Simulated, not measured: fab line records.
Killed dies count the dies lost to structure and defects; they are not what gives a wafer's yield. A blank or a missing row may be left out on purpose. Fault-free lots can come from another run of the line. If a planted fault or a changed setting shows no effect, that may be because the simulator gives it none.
A single fault, viewed from 3 desks | flow n5Finfet | each desk has only its own numbers; what lay behind them comes last

== THE DEFECT DESK ==
Counts from the inspections along the route, per lot, as means over the sampled wafers that have a number. If a lot's mean is further than 4 standard deviations from the usual mean, the lot is out of limits and carries the mark OUT (the distance appears in the brackets).
Columns: A = rawDefectCount at N5_BEOL_M9_INSPECT_13, usual 404
lot  | first seen here | A
L567 | day 10 18:59    | 490
L569 | day 11 11:26    | 411
L570 | day 11 16:49    | 333
L574 | day 13 06:08    | 347
L580 | day 13 10:20    | 468
L584 | day 14 17:09    | 401
L585 | day 15 04:56    | 258
L587 | day 15 18:37    | 325
L588 | day 16 11:50    | 403
L589 | day 16 17:41    | 491
This desk's finding: nothing out of limits on any of the 10 lots.

== THE TOOL OWNER'S DESK: rieDiel-02 ==
The tool's own readings at N5_BEOL_M9_STRIP_36 (strips in N2/H2): means of the sampled wafers that have a number, for each lot that ran on this tool. If a lot's mean is further than 4 standard deviations from the usual mean, the lot is out of limits and carries the mark OUT (the distance appears in the brackets). Readings shown: 7 of its 8, picked as those furthest out on some lot.
Columns: A = biasPowerW at N5_BEOL_M9_STRIP_36, usual 7.002 W; B = chamberPressureMTorr at N5_BEOL_M9_STRIP_36, usual 20.00 mTorr; C = drypumpMotorCurrentA at N5_BEOL_M9_STRIP_36, usual 5.7 A; D = oesProductAu at N5_BEOL_M9_STRIP_36, usual 0.81 a.u.; E = showerheadPlenumPTorr at N5_BEOL_M9_STRIP_36, usual 2.57 Torr; F = tempC at N5_BEOL_M9_STRIP_36, usual 40.01 C; G = throttleValvePct at N5_BEOL_M9_STRIP_36, usual 23.89 %
lot  | first seen here | A     | B     | C   | D    | E    | F     | G
L567 | day 10 20:12    | 7.010 | 20.02 | 5.8 | 0.88 | 2.56 | 40.05 | 23.99
L569 | day 11 13:45    | 6.988 | 20.02 | 5.5 | 0.76 | 2.51 | 40.09 | 23.85
L585 | day 15 08:02    | 7.021 | 20.03 | 5.6 | 0.79 | 2.49 | 40.03 | 23.96
L588 | day 16 13:02    | 6.999 | 19.98 | 5.6 | 0.82 | 2.61 | 40.00 | 23.88
This desk's finding: nothing out of limits on any of the 4 lots.

== METROLOGY DESK ==
Lot by lot, what the gauges showed, no matter which tool ran the lot: averages of those sampled wafers that carry a number. If a lot's mean is further than 4 standard deviations from the usual mean, the lot is out of limits and carries the mark OUT (the distance appears in the brackets). Readings shown: 7 of its 10, picked as those furthest out on some lot.
Columns: A = DIBL_P at N5_BEOL_M4_RC_MEAS_101, usual 36.2 mV/V; B = IOFF_N at N5_BEOL_M4_RC_MEAS_101, usual 0.159 nA/um; C = IOFF_P at N5_BEOL_M4_RC_MEAS_101, usual 0.21 nA/um; D = ION_N at N5_BEOL_M4_RC_MEAS_101, usual 670 uA/um; E = ION_P at N5_BEOL_M4_RC_MEAS_101, usual 459 uA/um; F = SS_N at N5_BEOL_M4_RC_MEAS_101, usual 71.5 mV/dec; G = VT_P at N5_BEOL_M4_RC_MEAS_101, usual -250 mV
lot  | first seen here | A    | B     | C    | D   | E   | F    | G
L567 | day 8 17:43     | 34.3 | 0.141 | 0.19 | 662 | 455 | 71.3 | -251
L569 | day 9 17:08     | 36.7 | 0.218 | 0.27 | 693 | 473 | 72.4 | -245
L570 | day 9 19:52     | 36.5 | 0.169 | 0.22 | 676 | 462 | 71.3 | -251
L574 | day 11 16:36    | 36.1 | 0.148 | 0.17 | 667 | 452 | 72.0 | -254
L580 | day 11 18:23    | 34.6 | 0.128 | 0.18 | 656 | 453 | 71.3 | -253
L584 | day 13 02:19    | 38.9 | 0.177 | 0.26 | 677 | 468 | 71.8 | -245
L585 | day 13 05:46    | 36.4 | 0.173 | 0.23 | 672 | 458 | 71.8 | -249
L587 | day 13 23:15    | 37.2 | 0.152 | 0.17 | 666 | 450 | 71.8 | -258
L588 | day 14 19:29    | 37.0 | 0.157 | 0.22 | 666 | 463 | 71.4 | -249
L589 | day 14 23:20    | 35.3 | 0.137 | 0.23 | 663 | 466 | 71.2 | -246
This desk's finding: nothing out of limits on any of the 10 lots.

== TAKEN TOGETHER ==
The defect desk saw nothing out of limits.
The desk of the tool owner found nothing out of limits.
At the metrology desk, nothing out of limits was observed.

== WHAT THE SIMULATOR HAD PUT IN ==
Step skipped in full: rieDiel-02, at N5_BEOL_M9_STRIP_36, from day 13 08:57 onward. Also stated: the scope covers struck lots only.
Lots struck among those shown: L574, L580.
